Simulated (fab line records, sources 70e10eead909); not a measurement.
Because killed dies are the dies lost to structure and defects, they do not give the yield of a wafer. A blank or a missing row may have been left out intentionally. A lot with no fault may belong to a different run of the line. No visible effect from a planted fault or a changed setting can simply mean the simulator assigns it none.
fab line records	flow nand-harc	part 2 of 2: steps 5 to 6 of 6
record lots=23	wafers=69	last-day=33
route steps=1302 shown A_STAIRCASE@734
lots that met no fault: taken from a fault-free run of the same line
start-h: hours from the record's opening day to when the first of the lot's shown wafers began	wait-h: hours elapsed since this lot's preceding step	" the same as in the row above	L1.1+2: a single row standing in for several wafers	- no value, or no start was given	* or withheld: withheld	< > ~ a bound
route shown NAME@n: a module of which the file shows steps, and the number in the route of the first	usual: mean/standard deviation of fault-free wafers	same: alike in all rows	chamber/n: place in a boat	sites: each site's reading	_std_site: their standard deviation	_edge_site: outer sites' mean less inner sites'	radius-mm: for every site, how far away it sits from the centre of the wafer	mask NAME#n: copy n	behind: the tool/chamber that last shaped the wafer	hold: why the lot went on hold/how many hours it stayed there/how the hold came to an end	device: the n, p or np transistor that did not switch	end of line: at the end of the route, the tests of the same wafers	a step without rows: its recipe alone	killed: at the first sort, the dies lost to defects and structure; wafer yield is something else	map: a wafer's dies, x killed, . not, _ none there
set.NAME: the setting that was run; set.NAME@STEP: the one run at that earlier step	model.NAME: the simulator's own value behind a step, which no gauge read
one table for each step of the route and one row for each wafer, over a sample of lots
services: the hour from which a tool's chamber was out of use, counted from the record's first day as start-h (under 0 if before that day), plus the number of hours and why
## steps
# step NHARC_A_STAIRCASE_HM_OPEN_457
# recipe o2-flow-sccm=400	cos-flow-sccm=20	ar-flow-sccm=0	rf-w=500	bias-w=300	chemistry=O2/COS
# usual drypump-motor-current-A=5.6/0.44	oes-product-au=1.003/0.011	rf-vpp-V=467.2/2.4	showerhead-plenum-p-Torr=3.12/0.11	throttle-valve-pct=28.329/0.009
lot.wafer	tool	chamber	start-h	wait-h	drypump-motor-current-A	oes-product-au	rf-hours-counter-h	rf-vpp-V	showerhead-plenum-p-Torr	throttle-valve-pct
L074.3	rie-diel-03	0	-	-	5.3	1.006	15	464.6	3.05	28.340
L074.4	"	1	"	"	6.1	1.013	27	467.3	3.09	28.329
L074.6	"	0	"	"	5.3	1.017	-	466.3	3.05	28.322
L075.1	rie-diel-03	3	-	-	5.7	1.004	27	472.6	3.36	28.313
L075.2	"	1	"	"	6.1	1.000	28	465.6	3.09	28.335
L075.4	"	2	"	"	4.8	1.001	27	464.3	3.06	28.328
L076.4	rie-diel-09	2	-	-	5.5	0.990	23	468.5	3.20	28.335
L076.2	"	0	"	"	5.7	0.982	22	466.6	3.08	28.324
L076.5	"	2	"	"	5.5	0.984	-	470.5	3.20	28.320
L077.1	rie-diel-08	2	-	-	5.7	0.998	8	462.6	2.98	28.326
L077.6	"	0	"	"	5.6	0.999	-	466.9	3.17	28.346
L077.5	"	1	"	"	5.6	0.999	-	471.6	3.31	28.315
L078.4	rie-diel-03	0	-	-	5.3	1.025	26	467.0	3.04	28.331
L078.1	"	3	"	"	5.7	1.011	37	470.8	3.35	28.319
L078.6	"	1	"	"	6.1	1.002	-	465.8	3.08	28.338
L080.3	rie-diel-03	2	-	-	4.8	0.999	42	465.8	3.05	28.329
L080.6	"	1	"	"	6.1	0.998	-	466.7	3.08	28.326
L080.5	"	2	"	"	4.8	1.005	-	466.4	3.05	28.313
L079.4	rie-diel-09	3	-	-	6.6	0.992	35	467.3	3.12	28.340
L079.2	"	1	"	"	5.7	0.989	31	466.6	3.09	28.350
L079.6	"	3	"	"	6.6	1.005	-	466.8	3.12	28.322
L081.5	rie-diel-03	1	-	-	6.1	0.997	-	466.2	3.08	28.327
L081.4	"	3	"	"	5.7	1.008	-	470.8	3.35	28.325
L081.6	"	0	"	"	5.3	1.015	-	465.9	3.04	28.328
L082.4	rie-diel-08	3	-	-	5.0	1.016	24	466.9	3.17	28.324
L082.2	"	0	"	"	5.6	0.992	19	467.8	3.17	28.331
L082.5	"	2	"	"	5.7	0.985	-	464.1	2.97	28.331
L083.2	rie-diel-03	0	-	-	5.3	1.017	44	464.1	3.03	28.330
L083.4	"	1	"	"	6.1	1.009	56	466.5	3.07	28.318
L083.6	"	1	"	"	6.1	1.012	-	467.6	3.07	28.332
L084.1	rie-diel-03	3	-	-	5.7	1.020	1	473.6	3.34	28.333
L084.4	"	1	"	"	6.1	1.003	2	466.9	3.07	28.326
L084.2	"	2	"	"	4.8	1.007	2	464.9	3.05	28.345
L085.3	rie-diel-09	1	-	-	5.7	1.001	49	464.6	3.08	28.341
L085.4	"	0	"	"	5.7	0.993	47	466.5	3.06	28.348
L085.6	"	2	"	"	5.5	0.997	-	469.7	3.18	28.332
L086.1	rie-diel-03	1	-	-	6.1	1.006	10	467.9	3.07	28.340
L086.2	"	0	"	"	5.3	1.018	7	465.0	3.03	28.333
L086.6	"	1	"	"	6.1	1.008	-	465.4	3.07	28.316
L087.3	rie-diel-08	2	-	-	5.7	1.000	37	464.4	2.96	28.312
L087.2	"	1	"	"	5.6	0.998	35	469.8	3.30	28.306
L087.6	"	2	"	"	5.7	0.999	-	464.2	2.96	28.312
L088.2	rie-diel-09	2	-	-	5.5	1.001	0	467.9	3.18	28.325
L088.4	"	3	"	"	6.6	1.000	0	467.9	3.11	28.336
L088.5	"	1	"	"	5.7	0.981	-	466.4	3.08	28.319
L089.3	rie-diel-03	2	-	-	4.8	1.003	21	466.0	3.04	28.320
L089.4	"	3	"	"	5.7	1.007	19	470.3	3.33	28.345
L089.5	"	2	"	"	4.8	1.007	-	466.5	3.04	28.329
L091.4	rie-diel-03	1	-	-	6.1	1.005	27	464.8	3.06	28.322
L091.2	"	2	"	"	4.8	0.982	26	465.1	3.04	28.329
L091.6	"	1	"	"	6.1	0.992	-	465.5	3.06	28.321
L090.1	rie-diel-09	3	-	-	6.6	1.004	12	468.3	3.11	28.331
L090.6	"	3	"	"	6.6	1.001	-	466.4	3.11	28.333
L090.5	"	0	"	"	5.8	1.009	-	466.6	3.06	28.319
L093.1	rie-diel-08	2	-	-	5.7	0.998	0	462.0	2.95	28.325
L093.4	"	3	"	"	5.0	0.986	0	467.0	3.15	28.333
L093.2	"	0	"	"	5.6	1.011	0	468.2	3.15	28.339
L092.3	rie-diel-09	1	-	-	5.7	0.995	20	465.4	3.07	28.328
L092.2	"	3	"	"	6.6	0.989	20	466.6	3.10	28.322
L092.5	"	2	"	"	5.5	1.007	-	467.6	3.17	28.324
L094.2	rie-diel-03	1	-	-	6.1	1.000	37	465.9	3.05	28.332
L094.6	"	0	"	"	5.3	1.029	-	464.4	3.02	28.340
L094.5	"	1	"	"	6.1	0.989	-	467.1	3.05	28.326
L095.3	rie-diel-08	2	-	-	5.7	0.997	9	462.7	2.95	28.334
L095.6	"	2	"	"	5.7	1.006	-	461.9	2.95	28.337
L095.5	"	3	"	"	5.0	1.001	-	468.0	3.15	28.330
L096.4	rie-diel-08	0	-	-	5.6	0.998	11	467.4	3.14	28.343
L096.5	"	0	"	"	5.6	1.009	-	467.9	3.15	28.337
L096.6	"	1	"	"	5.6	0.999	-	469.8	3.28	28.335
# step NHARC_A_STAIRCASE_ALD_420
# recipe target-thk-a=200	pulse-time-s=6	ald-cycles=200	temp-c=300	material=SiO2
# usual heater-power-w=465/50	precursor-pulse-height-rel=1.000/0.02
# same ald-cycles=200
lot.wafer	tool	chamber	start-h	wait-h	heater-power-w	precursor-pulse-height-rel
L074.3	ald-hk-03	3	389.59	-	446	0.977
L074.4	"	0	"	"	543	1.008
L074.6	"	1	"	"	376	1.020
L075.2	ald-hk-01	1	392.92	-	437	1.008
L075.4	"	2	"	"	491	0.999
L075.1	"	3	"	"	454	0.969
L076.4	ald-hk-03	2	407.45	-	413	1.037
L076.2	"	3	"	"	456	0.991
L076.5	"	1	"	"	362	1.028
L077.1	ald-hk-04	3	421.62	-	425	0.988
L077.6	"	3	"	"	424	0.997
L077.5	"	0	"	"	488	0.996
L078.1	ald-hk-04	3	422.72	-	409	0.963
L078.4	"	0	"	"	489	1.004
L078.6	"	2	"	"	461	0.985
L079.2	ald-hk-03	0	442.14	-	543	1.009
L079.4	"	1	"	"	376	0.998
L079.6	"	0	"	"	545	0.998
L080.3	ald-hk-03	3	443.58	-	454	1.001
L080.5	"	0	"	"	524	0.988
L080.6	"	1	"	"	379	1.030
L081.4	ald-hk-03	3	459.32	-	446	0.994
L081.6	"	1	"	"	372	0.995
L081.5	"	2	"	"	425	1.007
L082.2	ald-hk-03	3	470.87	-	461	0.950
L082.4	"	1	"	"	382	0.975
L082.5	"	3	"	"	454	1.019
L083.2	ald-hk-04	1	470.88	-	533	0.967
L083.4	"	0	"	"	483	0.990
L083.6	"	2	"	"	451	0.987
L085.3	ald-hk-04	3	496.23	-	446	0.981
L085.4	"	1	"	"	556	1.031
L085.6	"	3	"	"	444	0.996
L084.4	ald-hk-01	1	499.72	-	434	0.989
L084.1	"	3	"	"	447	0.987
L084.2	"	0	"	"	489	1.012
L086.2	ald-hk-03	3	511.12	-	457	1.016
L086.1	"	1	"	"	368	0.965
L086.6	"	0	"	"	544	0.977
L087.2	ald-hk-01	1	515.26	-	424	0.992
L087.3	"	3	"	"	443	1.017
L087.6	"	0	"	"	491	0.977
L088.4	ald-hk-01	1	533.72	-	431	1.044
L088.2	"	3	"	"	435	1.014
L088.5	"	1	"	"	418	0.978
L089.3	ald-hk-04	1	536.41	-	546	0.993
L089.4	"	0	"	"	499	0.989
L089.5	"	2	"	"	448	1.037
L091.4	ald-hk-03	3	557.57	-	461	0.981
L091.2	"	2	"	"	440	1.001
L091.6	"	3	"	"	448	0.982
L090.1	ald-hk-04	1	557.89	-	549	1.026
L090.6	"	3	"	"	433	1.000
L090.5	"	0	"	"	479	0.971
L093.1	ald-hk-01	3	576.52	-	441	1.024
L093.4	"	0	"	"	484	1.001
L093.2	"	2	"	"	514	1.003
L092.2	ald-hk-04	1	579.39	-	550	0.987
L092.3	"	2	"	"	455	1.023
L092.5	"	3	"	"	441	1.018
L094.2	ald-hk-04	1	588.43	-	538	1.001
L094.6	"	2	"	"	461	1.005
L094.5	"	3	"	"	431	1.010
L095.3	ald-hk-01	0	600.04	-	485	0.977
L095.6	"	2	"	"	514	1.023
L095.5	"	3	"	"	439	1.026
L096.4	ald-hk-01	2	612.47	-	501	0.998
L096.6	"	1	"	"	433	0.997
L096.5	"	2	"	"	529	1.015
## services
tool	chamber	start-h	hours	kind
rie-diel-03	0	339.60	-	clean
rie-diel-03	1	339.60	-	clean
rie-diel-03	2	339.60	-	clean
rie-diel-03	3	339.60	-	clean
rie-diel-08	3	349.43	7.0	repair
rie-diel-09	0	355.97	-	clean
rie-diel-08	-	368.21	9.0	pm
acl-dep-01	-	372.58	13.0	pm
rie-diel-08	0	390.98	3.2	repair
ald-hk-03	-	392.15	10.0	pm
acl-dep-02	-	425.33	13.0	pm
rie-diel-03	2	432.20	15.3	repair
ald-hk-04	-	433.83	10.0	pm
rie-diel-08	-	444.42	3.7	repair
rie-diel-03	-	458.56	9.0	pm
ald-hk-01	-	481.47	10.0	pm
acl-dep-03	-	485.92	13.0	pm
rie-diel-09	-	499.68	9.0	pm
rie-diel-08	1	542.38	3.7	repair
rie-diel-08	-	545.21	9.0	pm
acl-dep-01	-	553.68	13.0	pm
ald-hk-03	-	570.15	10.0	pm
acl-dep-02	-	607.44	13.0	pm
ald-hk-04	-	611.83	10.0	pm
